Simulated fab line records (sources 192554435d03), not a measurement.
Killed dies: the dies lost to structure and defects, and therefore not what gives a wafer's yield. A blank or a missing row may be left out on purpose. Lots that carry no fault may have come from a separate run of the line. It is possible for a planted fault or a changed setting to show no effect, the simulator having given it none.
Which tool was responsible? ; flow n5Finfet ; 12 lots with 36 wafers sampled at 3 steps, on a route of 1938 steps

WHAT THE GAUGES SHOWED, per wafer
N5_MIM_BOT_LITHO_INSPECT_12: inspects for defects (macro).
lot;measured;on;rawDefectCount
L606;day 11 10:40;defectInspect-01;2 1 2
L608;day 11 23:58;defectInspect-02;1 1 1
L607;day 12 00:17;defectInspect-01;1 4 1
L611;day 12 08:16;defectInspect-01;3 2 1
L610;day 12 14:46;defectInspect-01;4 1 1
L613;day 13 03:25;defectInspect-02;5 0 1
L615;day 14 09:55;defectInspect-02;1 1 4
L618;day 14 11:13;defectInspect-01;1 3 1
L620;day 15 08:30;defectInspect-01;2 1 2
L619;day 15 08:58;defectInspect-01;0 0 3
L621;day 15 19:40;defectInspect-02;2 2 1
L626;day 16 16:07;defectInspect-01;2 3 3

TOOL THAT RAN EACH LOT (tool first, then ch and the chambers of the sampled wafers, then the start)
lot;N5_BEOL_M15_CMP_49;N5_MIM_TOP_ALD_01
L606;cmp-02 ch 0,2,3, day 11 04:06;aldHk-01 ch 0,1,3, day 11 10:40 or earlier
L608;cmp-02 ch 0,1,2, day 11 16:11;aldHk-02 ch 1,2,3, day 11 23:58 or earlier
L607;cmp-03 ch 1,2,3, day 11 17:11;aldHk-01 ch 0,2, day 12 00:17 or earlier
L611;cmp-01 ch 0,2, day 12 03:16;aldHk-01 ch 0,2,3, day 12 08:16 or earlier
L610;cmp-02 ch 0,2,3, day 12 07:29;aldHk-03 ch 0,2,3, day 12 14:46 or earlier
L613;cmp-01 ch 0,1,3, day 12 21:31;aldHk-02 ch 0,2, day 13 03:25 or earlier
L615;cmp-01 ch 1,2,3, day 14 06:06;aldHk-02 ch 0,1,3, day 14 09:55 or earlier
L618;cmp-01 ch 1,2,3, day 14 06:52;aldHk-03 ch 1,2, day 14 11:13 or earlier
L620;cmp-02 ch 0,1,2, day 15 03:58;aldHk-03 ch 1,2,3, day 15 08:30 or earlier
L619;cmp-02 ch 0,1,2, day 15 04:13;aldHk-02 ch 0,1, day 15 08:58 or earlier
L621;cmp-01 ch 1,2, day 15 13:57;aldHk-02 ch 2,3, day 15 19:40 or earlier
L626;cmp-02 ch 0,1,2, day 16 10:43;aldHk-03 ch 1,2,3, day 16 16:07 or earlier
- N5_BEOL_M15_CMP_49: polishes, stops on SiO2, t overpolish 4.9 s, target thk 850 nm.
- N5_MIM_TOP_ALD_01: deposits HfO2, target thk 5.6 nm, pulse time 1 s, purge time 3 s.

WHAT THE TOOLS THEMSELVES READ (means of the sampled wafers that have a number; where no wafer has one, the mark that the record gives instead)
N5_BEOL_M15_CMP_49.
lot;tool;barrierFieldEndpointS (s);motorCurrentA (A);overpolishRunS (s)
L606;cmp-02;10.99;8.2;4.897
L608;cmp-02;10.94;8.3;4.906
L607;cmp-03;11.29;7.8;4.896
L611;cmp-01;11.68;8.2;4.902
L610;cmp-02;11.65;8.2;4.904
L613;cmp-01;11.77;8.1;4.895
L615;cmp-01;11.12;8.7;4.900
L618;cmp-01;11.22;8.4;4.890
L620;cmp-02;11.33;8.1;4.899
L619;cmp-02;11.78;7.9;4.901
L621;cmp-01;11.31;8.5;4.902
L626;cmp-02;11.46;8.0;4.897

N5_MIM_TOP_ALD_01.
lot;tool;precursorPulseHeightRel
L606;aldHk-01;0.993
L608;aldHk-02;0.982
L607;aldHk-01;1.017
L611;aldHk-01;1.010
L610;aldHk-03;1.001
L613;aldHk-02;1.005
L615;aldHk-02;0.983
L618;aldHk-03;1.016
L620;aldHk-03;0.992
L619;aldHk-02;0.991
L621;aldHk-02;0.984
L626;aldHk-03;1.006

THE ANSWER, worked out from the rows above alone
Rule: the usual values come from the lots themselves. The widest of any qualifying gaps counts: lots, ordered by their means at a reading, are off when they make up no more than a third of the lots, leave a main group of 4 or more, and stand apart from it by 3 or more times the standard deviation of that group's means. Not used: any main group whose means are identical at the precision the tables above print for the reading. A lot without any number at a reading at which 4 lots or more have one is off too. All remaining lots with rows at the step are treated as sound. After the gauges, taken in route order, come the tools' own readings; for these a lot's mean is taken, as printed above. At the first step where some lot is off, the reading lying furthest off is the one used; lots without a number count as furthest.
Nothing can be told from this: no lot is off at any reading shown.

WHAT WAS PUT IN BY THE SIMULATOR
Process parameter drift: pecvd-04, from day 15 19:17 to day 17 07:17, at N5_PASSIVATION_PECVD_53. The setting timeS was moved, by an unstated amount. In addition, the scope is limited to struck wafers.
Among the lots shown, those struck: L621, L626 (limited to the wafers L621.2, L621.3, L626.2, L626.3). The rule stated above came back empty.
